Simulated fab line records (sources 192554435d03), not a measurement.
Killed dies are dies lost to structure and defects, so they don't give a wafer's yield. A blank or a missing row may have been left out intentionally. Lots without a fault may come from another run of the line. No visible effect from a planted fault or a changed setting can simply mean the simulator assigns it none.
Which tool was responsible? || flow n5 finfet || 10 lots with 27 wafers sampled at 6 steps, on a route of 1938 steps

== WHAT THE GAUGES SHOWED, per wafer ==
N5_PMOS_HMC_CHANNEL_EPI_CD_MEAS_09: target cd 237.4 nm. Usual: cd nm reads 237.6 nm (standard deviation 1.1).
{"lot": "L346", "measured": "day 1 16:53", "on": "cd sem-02", "cd nm (nm)": "237.9 237.1 236.6", "flag": ""}
{"lot": "L347", "measured": "day 1 23:08", "on": "cd sem-02", "cd nm (nm)": "238.5 239.0", "flag": ""}
{"lot": "L348", "measured": "day 2 05:55", "on": "cd sem-02", "cd nm (nm)": "239.1 239.6 238.5", "flag": ""}
{"lot": "L349", "measured": "day 2 11:29", "on": "cd sem-01", "cd nm (nm)": "238.1 239.6 239.7", "flag": ""}
{"lot": "L350", "measured": "day 2 17:28", "on": "cd sem-02", "cd nm (nm)": "237.6 236.1 236.1", "flag": ""}
{"lot": "L360", "measured": "day 5 05:06", "on": "cd sem-01", "cd nm (nm)": "246.0 236.4", "flag": "OFF"}
{"lot": "L361", "measured": "day 5 11:15", "on": "cd sem-01", "cd nm (nm)": "246.8 246.1", "flag": "OFF"}
{"lot": "L363", "measured": "day 6 00:24", "on": "cd sem-01", "cd nm (nm)": "236.3 238.4 236.6", "flag": ""}
{"lot": "L364", "measured": "day 6 05:14", "on": "cd sem-01", "cd nm (nm)": "237.2 240.3 237.2", "flag": ""}
{"lot": "L367", "measured": "day 6 23:34", "on": "cd sem-02", "cd nm (nm)": "237.0 236.0 237.8", "flag": ""}

N5_PMOS_HMC_CHANNEL_EPI_INSPECT_30: inspects for defects (darkfield). Usual: raw defect count reads 20 (standard deviation 6.6).
{"lot": "L346", "measured": "day 1 19:43", "on": "defect inspect-01", "raw defect count": "16 21 11", "flag": ""}
{"lot": "L347", "measured": "day 2 01:59", "on": "defect inspect-01", "raw defect count": "16 15", "flag": ""}
{"lot": "L348", "measured": "day 2 08:59", "on": "defect inspect-02", "raw defect count": "12 9 14", "flag": ""}
{"lot": "L349", "measured": "day 2 14:25", "on": "defect inspect-01", "raw defect count": "14 17 23", "flag": ""}
{"lot": "L350", "measured": "day 2 20:29", "on": "defect inspect-02", "raw defect count": "21 16 26", "flag": ""}
{"lot": "L360", "measured": "day 5 07:56", "on": "defect inspect-01", "raw defect count": "10 16", "flag": ""}
{"lot": "L361", "measured": "day 5 14:04", "on": "defect inspect-01", "raw defect count": "17 22", "flag": ""}
{"lot": "L363", "measured": "day 6 03:20", "on": "defect inspect-02", "raw defect count": "20 19 18", "flag": ""}
{"lot": "L364", "measured": "day 6 08:31", "on": "defect inspect-02", "raw defect count": "15 15 13", "flag": ""}
{"lot": "L367", "measured": "day 7 02:47", "on": "defect inspect-01", "raw defect count": "27 26 35", "flag": ""}

N5_BEOL_M4_RC_MEAS_101. Usual: DIBL_N 36.1 mV/V, standard deviation 2.3; DIBL_P 36 mV/V, standard deviation 3.2; IOFF_N 0.16 nA/um, standard deviation 0.045; IOFF_P 0.21 nA/um, standard deviation 0.049; ION_N 674 uA/um, standard deviation 14; ION_P 462 uA/um, standard deviation 8.4; SS_N 71.6 mV/dec, standard deviation 0.83; SS_P 73.2 mV/dec, standard deviation 0.87; VT_N 249 mV, standard deviation 3.8; VT_P -250 mV, standard deviation 3.4.
{"lot": "L346", "measured": "day 10 20:59", "on": "prober-02", "DIBL_N (mV/V)": "35.1 39.1 37.9", "DIBL_P (mV/V)": "34 39 37", "IOFF_N (nA/um)": "0.13 0.20 0.18", "IOFF_P (nA/um)": "0.21 0.28 0.25", "ION_N (uA/um)": "659 675 673", "ION_P (uA/um)": "461 466 465", "SS_N (mV/dec)": "70.7 72.3 71.7", "SS_P (mV/dec)": "72.9 73.6 73.7", "VT_N (mV)": "250 248 248", "VT_P (mV)": "-249 -246 -245", "flag": ""}
{"lot": "L347", "measured": "day 12 07:51", "on": "prober-01", "DIBL_N (mV/V)": "33.3 34.5", "DIBL_P (mV/V)": "35 36", "IOFF_N (nA/um)": "0.12 0.13", "IOFF_P (nA/um)": "0.19 0.23", "ION_N (uA/um)": "655 664", "ION_P (uA/um)": "460 464", "SS_N (mV/dec)": "70.6 70.5", "SS_P (mV/dec)": "73.0 72.7", "VT_N (mV)": "254 249", "VT_P (mV)": "-250 -244", "flag": ""}
{"lot": "L348", "measured": "day 12 02:29", "on": "prober-01", "DIBL_N (mV/V)": "36.3 33.2 36.7", "DIBL_P (mV/V)": "33 30 35", "IOFF_N (nA/um)": "0.14 0.10 0.14", "IOFF_P (nA/um)": "0.18 0.15 0.21", "ION_N (uA/um)": "650 672 682", "ION_P (uA/um)": "449 459 470", "SS_N (mV/dec)": "71.9 71.6 72.0", "SS_P (mV/dec)": "72.9 72.3 73.0", "VT_N (mV)": "254 255 253", "VT_P (mV)": "-250 -253 -250", "flag": ""}
{"lot": "L349", "measured": "day 11 20:04", "on": "prober-01", "DIBL_N (mV/V)": "39.1 38.2 36.7", "DIBL_P (mV/V)": "42 40 39", "IOFF_N (nA/um)": "0.22 0.20 0.19", "IOFF_P (nA/um)": "0.29 0.26 0.26", "ION_N (uA/um)": "686 679 695", "ION_P (uA/um)": "468 465 481", "SS_N (mV/dec)": "72.3 72.0 71.3", "SS_P (mV/dec)": "74.4 73.7 73.7", "VT_N (mV)": "246 248 244", "VT_P (mV)": "-246 -246 -246", "flag": ""}
{"lot": "L350", "measured": "day 12 16:52", "on": "prober-02", "DIBL_N (mV/V)": "35.8 34.3 34.7", "DIBL_P (mV/V)": "36 34 35", "IOFF_N (nA/um)": "0.15 0.13 0.14", "IOFF_P (nA/um)": "0.20 0.17 0.19", "ION_N (uA/um)": "674 669 677", "ION_P (uA/um)": "458 461 460", "SS_N (mV/dec)": "71.7 71.1 70.5", "SS_P (mV/dec)": "72.9 72.6 72.1", "VT_N (mV)": "249 249 249", "VT_P (mV)": "-251 -252 -251", "flag": ""}
{"lot": "L360", "measured": "day 15 11:49", "on": "prober-02", "DIBL_N (mV/V)": "36.9 39.8", "DIBL_P (mV/V)": "34 37", "IOFF_N (nA/um)": "0.16 0.22", "IOFF_P (nA/um)": "0.20 0.24", "ION_N (uA/um)": "689 688", "ION_P (uA/um)": "470 465", "SS_N (mV/dec)": "70.9 71.8", "SS_P (mV/dec)": "72.9 73.6", "VT_N (mV)": "249 243", "VT_P (mV)": "-247 -247", "flag": ""}
{"lot": "L361", "measured": "day 15 08:42", "on": "prober-01", "DIBL_N (mV/V)": "35.5 37.7", "DIBL_P (mV/V)": "36 38", "IOFF_N (nA/um)": "0.15 0.20", "IOFF_P (nA/um)": "0.18 0.22", "ION_N (uA/um)": "672 686", "ION_P (uA/um)": "457 463", "SS_N (mV/dec)": "72.1 71.2", "SS_P (mV/dec)": "72.9 74.2", "VT_N (mV)": "249 244", "VT_P (mV)": "-253 -251", "flag": ""}
{"lot": "L363", "measured": "day 15 19:12", "on": "prober-01", "DIBL_N (mV/V)": "34.4 35.0 35.4", "DIBL_P (mV/V)": "36 37 37", "IOFF_N (nA/um)": "0.14 0.14 0.15", "IOFF_P (nA/um)": "0.16 0.19 0.19", "ION_N (uA/um)": "672 678 676", "ION_P (uA/um)": "458 466 465", "SS_N (mV/dec)": "71.9 72.0 72.3", "SS_P (mV/dec)": "72.9 73.1 73.5", "VT_N (mV)": "251 254 251", "VT_P (mV)": "-255 -256 -253", "flag": ""}
{"lot": "L364", "measured": "day 15 19:40", "on": "prober-02", "DIBL_N (mV/V)": "36.0 34.3 38.8", "DIBL_P (mV/V)": "35 33 39", "IOFF_N (nA/um)": "0.16 0.15 0.24", "IOFF_P (nA/um)": "0.22 0.20 0.29", "ION_N (uA/um)": "669 670 688", "ION_P (uA/um)": "460 459 464", "SS_N (mV/dec)": "71.3 71.2 72.0", "SS_P (mV/dec)": "72.8 72.3 73.4", "VT_N (mV)": "248 248 243", "VT_P (mV)": "-247 -248 -247", "flag": ""}
{"lot": "L367", "measured": "day 17 04:50", "on": "prober-02", "DIBL_N (mV/V)": "40.9 40.3 39.2", "DIBL_P (mV/V)": "44 43 41", "IOFF_N (nA/um)": "0.28 0.30 0.26", "IOFF_P (nA/um)": "0.38 0.36 0.31", "ION_N (uA/um)": "686 695 685", "ION_P (uA/um)": "469 472 464", "SS_N (mV/dec)": "73.0 72.4 72.8", "SS_P (mV/dec)": "75.4 74.8 75.0", "VT_N (mV)": "241 239 243", "VT_P (mV)": "-241 -240 -243", "flag": ""}

== WHAT TOOL EACH LOT RAN ON (gives the tool, then ch and the chambers of the sampled wafers, and finally the start) ==
{"lot": "L346", "N5_PMOS_HMC_CHANNEL_EPI_PEB_07": "litho track-05 ch 0, day 1 16:49", "N5_PMOS_HMC_CHANNEL_EPI_ETCH_38": "rie si-04 ch 1,2, day 1 17:25", "N5_PMOS_HMC_CHANNEL_EPI_CMP_21": "cmp-02 ch 0,1,3, day 1 19:01"}
{"lot": "L347", "N5_PMOS_HMC_CHANNEL_EPI_PEB_07": "litho track-01 ch 0, day 1 23:04", "N5_PMOS_HMC_CHANNEL_EPI_ETCH_38": "rie si-04 ch 1,2, day 1 23:40", "N5_PMOS_HMC_CHANNEL_EPI_CMP_21": "cmp-02 ch 2,3, day 2 01:12"}
{"lot": "L348", "N5_PMOS_HMC_CHANNEL_EPI_PEB_07": "litho track-01 ch 0, day 2 05:52", "N5_PMOS_HMC_CHANNEL_EPI_ETCH_38": "rie si-04 ch 2,3, day 2 06:41", "N5_PMOS_HMC_CHANNEL_EPI_CMP_21": "cmp-02 ch 1,3, day 2 08:13"}
{"lot": "L349", "N5_PMOS_HMC_CHANNEL_EPI_PEB_07": "litho track-01 ch 0, day 2 11:25", "N5_PMOS_HMC_CHANNEL_EPI_ETCH_38": "rie si-02 ch 1,2, day 2 12:01", "N5_PMOS_HMC_CHANNEL_EPI_CMP_21": "cmp-04 ch 2,3, day 2 13:40"}
{"lot": "L350", "N5_PMOS_HMC_CHANNEL_EPI_PEB_07": "litho track-05 ch 0, day 2 17:23", "N5_PMOS_HMC_CHANNEL_EPI_ETCH_38": "rie si-05 ch 1,3, day 2 17:59", "N5_PMOS_HMC_CHANNEL_EPI_CMP_21": "cmp-01 ch 2,3, day 2 19:38"}
{"lot": "L360", "N5_PMOS_HMC_CHANNEL_EPI_PEB_07": "litho track-02 ch 0, day 5 05:02", "N5_PMOS_HMC_CHANNEL_EPI_ETCH_38": "rie si-02 ch 0,3, day 5 05:37", "N5_PMOS_HMC_CHANNEL_EPI_CMP_21": "cmp-04 ch 2,3, day 5 07:11"}
{"lot": "L361", "N5_PMOS_HMC_CHANNEL_EPI_PEB_07": "litho track-02 ch 0, day 5 11:11", "N5_PMOS_HMC_CHANNEL_EPI_ETCH_38": "rie si-04 ch 2,3, day 5 11:46", "N5_PMOS_HMC_CHANNEL_EPI_CMP_21": "cmp-02 ch 2,3, day 5 13:20"}
{"lot": "L363", "N5_PMOS_HMC_CHANNEL_EPI_PEB_07": "litho track-01 ch 0, day 6 00:20", "N5_PMOS_HMC_CHANNEL_EPI_ETCH_38": "rie si-05 ch 2,3, day 6 00:55", "N5_PMOS_HMC_CHANNEL_EPI_CMP_21": "cmp-04 ch 0,1,2, day 6 02:26"}
{"lot": "L364", "N5_PMOS_HMC_CHANNEL_EPI_PEB_07": "litho track-01 ch 0, day 6 05:10", "N5_PMOS_HMC_CHANNEL_EPI_ETCH_38": "rie si-02 ch 1,2,3, day 6 05:46", "N5_PMOS_HMC_CHANNEL_EPI_CMP_21": "cmp-01 ch 1,3, day 6 07:43"}
{"lot": "L367", "N5_PMOS_HMC_CHANNEL_EPI_PEB_07": "litho track-05 ch 0, day 6 23:30", "N5_PMOS_HMC_CHANNEL_EPI_ETCH_38": "rie si-02 ch 2,3, day 7 00:05", "N5_PMOS_HMC_CHANNEL_EPI_CMP_21": "cmp-04 ch 1,2, day 7 02:01"}
- N5_PMOS_HMC_CHANNEL_EPI_PEB_07: peb time 60 s.
- N5_PMOS_HMC_CHANNEL_EPI_ETCH_38: etches SiO2 in CF4, target depth 1.5 nm.
- N5_PMOS_HMC_CHANNEL_EPI_CMP_21: polishes SiGe30, target thk 54 nm.

== AS READ BY THE TOOLS THEMSELVES (means over the sampled wafers that have a number; for cases with no such wafer, the mark the record gives instead) ==
N5_PMOS_HMC_CHANNEL_EPI_PEB_07. Usual: chill plate temp C reads 22.96 C (standard deviation 0.091).
{"lot": "L346", "tool": "litho track-05", "chill plate temp C (C)": 23.00, "flag": ""}
{"lot": "L347", "tool": "litho track-01", "chill plate temp C (C)": 22.82, "flag": ""}
{"lot": "L348", "tool": "litho track-01", "chill plate temp C (C)": 22.86, "flag": ""}
{"lot": "L349", "tool": "litho track-01", "chill plate temp C (C)": 22.92, "flag": ""}
{"lot": "L350", "tool": "litho track-05", "chill plate temp C (C)": 22.98, "flag": ""}
{"lot": "L360", "tool": "litho track-02", "chill plate temp C (C)": 22.87, "flag": ""}
{"lot": "L361", "tool": "litho track-02", "chill plate temp C (C)": 23.03, "flag": ""}
{"lot": "L363", "tool": "litho track-01", "chill plate temp C (C)": 22.98, "flag": ""}
{"lot": "L364", "tool": "litho track-01", "chill plate temp C (C)": 22.90, "flag": ""}
{"lot": "L367", "tool": "litho track-05", "chill plate temp C (C)": 22.98, "flag": ""}

N5_PMOS_HMC_CHANNEL_EPI_ETCH_38. Usual: cf4 flow sccm 79.96 sccm, standard deviation 0.21; drypump motor current A 5.7 A, standard deviation 0.51; oes product au 0.991 a.u., standard deviation 0.028; throttle valve pct 21.80 %, standard deviation 0.29.
{"lot": "L346", "tool": "rie si-04", "cf4 flow sccm (sccm)": 79.74, "drypump motor current A (A)": 6.0, "oes product au (a.u.)": 0.991, "throttle valve pct (%)": 21.84, "flag": ""}
{"lot": "L347", "tool": "rie si-04", "cf4 flow sccm (sccm)": 80.20, "drypump motor current A (A)": 5.8, "oes product au (a.u.)": 0.996, "throttle valve pct (%)": 21.77, "flag": ""}
{"lot": "L348", "tool": "rie si-04", "cf4 flow sccm (sccm)": 79.86, "drypump motor current A (A)": 6.0, "oes product au (a.u.)": 0.992, "throttle valve pct (%)": 21.81, "flag": ""}
{"lot": "L349", "tool": "rie si-02", "cf4 flow sccm (sccm)": 79.97, "drypump motor current A (A)": 6.1, "oes product au (a.u.)": 1.024, "throttle valve pct (%)": 21.99, "flag": ""}
{"lot": "L350", "tool": "rie si-05", "cf4 flow sccm (sccm)": 79.74, "drypump motor current A (A)": 5.1, "oes product au (a.u.)": 0.974, "throttle valve pct (%)": 21.71, "flag": ""}
{"lot": "L360", "tool": "rie si-02", "cf4 flow sccm (sccm)": 80.09, "drypump motor current A (A)": 6.3, "oes product au (a.u.)": 0.997, "throttle valve pct (%)": 21.97, "flag": ""}
{"lot": "L361", "tool": "rie si-04", "cf4 flow sccm (sccm)": 79.94, "drypump motor current A (A)": 5.8, "oes product au (a.u.)": 0.994, "throttle valve pct (%)": 21.73, "flag": ""}
{"lot": "L363", "tool": "rie si-05", "cf4 flow sccm (sccm)": 79.92, "drypump motor current A (A)": 5.5, "oes product au (a.u.)": 1.010, "throttle valve pct (%)": 21.95, "flag": ""}
{"lot": "L364", "tool": "rie si-02", "cf4 flow sccm (sccm)": 79.93, "drypump motor current A (A)": 6.3, "oes product au (a.u.)": 1.020, "throttle valve pct (%)": 21.92, "flag": ""}
{"lot": "L367", "tool": "rie si-02", "cf4 flow sccm (sccm)": 79.95, "drypump motor current A (A)": 6.5, "oes product au (a.u.)": 1.001, "throttle valve pct (%)": 21.69, "flag": ""}

N5_PMOS_HMC_CHANNEL_EPI_CMP_21. Usual: motor current A 12.2 A, standard deviation 0.93; pad life wafers 1255, standard deviation 750; slurry flow ml min 149.9, standard deviation 0.48.
{"lot": "L346", "tool": "cmp-02", "motor current A (A)": 12.4, "pad life wafers": 1004, "slurry flow ml min": 149.5, "flag": ""}
{"lot": "L347", "tool": "cmp-02", "motor current A (A)": 12.5, "pad life wafers": 1050, "slurry flow ml min": 150.6, "flag": ""}
{"lot": "L348", "tool": "cmp-02", "motor current A (A)": 12.7, "pad life wafers": 1099, "slurry flow ml min": 149.6, "flag": ""}
{"lot": "L349", "tool": "cmp-04", "motor current A (A)": 13.0, "pad life wafers": 1790, "slurry flow ml min": 149.7, "flag": ""}
{"lot": "L350", "tool": "cmp-01", "motor current A (A)": 11.7, "pad life wafers": 626, "slurry flow ml min": 150.2, "flag": ""}
{"lot": "L360", "tool": "cmp-04", "motor current A (A)": 13.6, "pad life wafers": 2185, "slurry flow ml min": 150.1, "flag": ""}
{"lot": "L361", "tool": "cmp-02", "motor current A (A)": 12.8, "pad life wafers": 1580, "slurry flow ml min": 150.4, "flag": ""}
{"lot": "L363", "tool": "cmp-04", "motor current A (A)": 11.8, "pad life wafers": 8, "slurry flow ml min": 149.6, "flag": ""}
{"lot": "L364", "tool": "cmp-01", "motor current A (A)": 11.1, "pad life wafers": 1136, "slurry flow ml min": 149.7, "flag": ""}
{"lot": "L367", "tool": "cmp-04", "motor current A (A)": 12.3, "pad life wafers": 150, "slurry flow ml min": 150.0, "flag": ""}

== THE ANSWER, worked out from the rows above alone ==
Rule: a lot counts as off when the mean over its wafers that have a number is more than 3 standard deviations away from the usual mean. Also off: a lot with no number at a reading for which 4 or more lots have one. Where the step has rows for the other lots, those lots are counted as sound. The gauges are gone through in route order, then the tools' own readings, and for those a lot's mean is taken as printed above. The first step at which some lot is off is used, and at that step the reading that is off furthest; a lot without a number counts as furthest.
Off, at N5_PMOS_HMC_CHANNEL_EPI_CD_MEAS_09 on cd nm: L360, L361.
A tool fits if, at a process step before that reading, it ran every lot that is off, and no sound lot after the first of them. Gauges at N5_PMOS_HMC_CHANNEL_EPI_CD_MEAS_09: tried the same way as those tools. One fits: litho track-02 at N5_PMOS_HMC_CHANNEL_EPI_PEB_07. It ran no sound lot before its first lot that is off in this sample, so the start can't be narrowed down.

== WHAT HAD BEEN PUT IN BY THE SIMULATOR ==
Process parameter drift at N5_PMOS_HMC_CHANNEL_EPI_PEB_07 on litho track-02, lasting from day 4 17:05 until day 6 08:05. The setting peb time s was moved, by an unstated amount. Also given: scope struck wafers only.
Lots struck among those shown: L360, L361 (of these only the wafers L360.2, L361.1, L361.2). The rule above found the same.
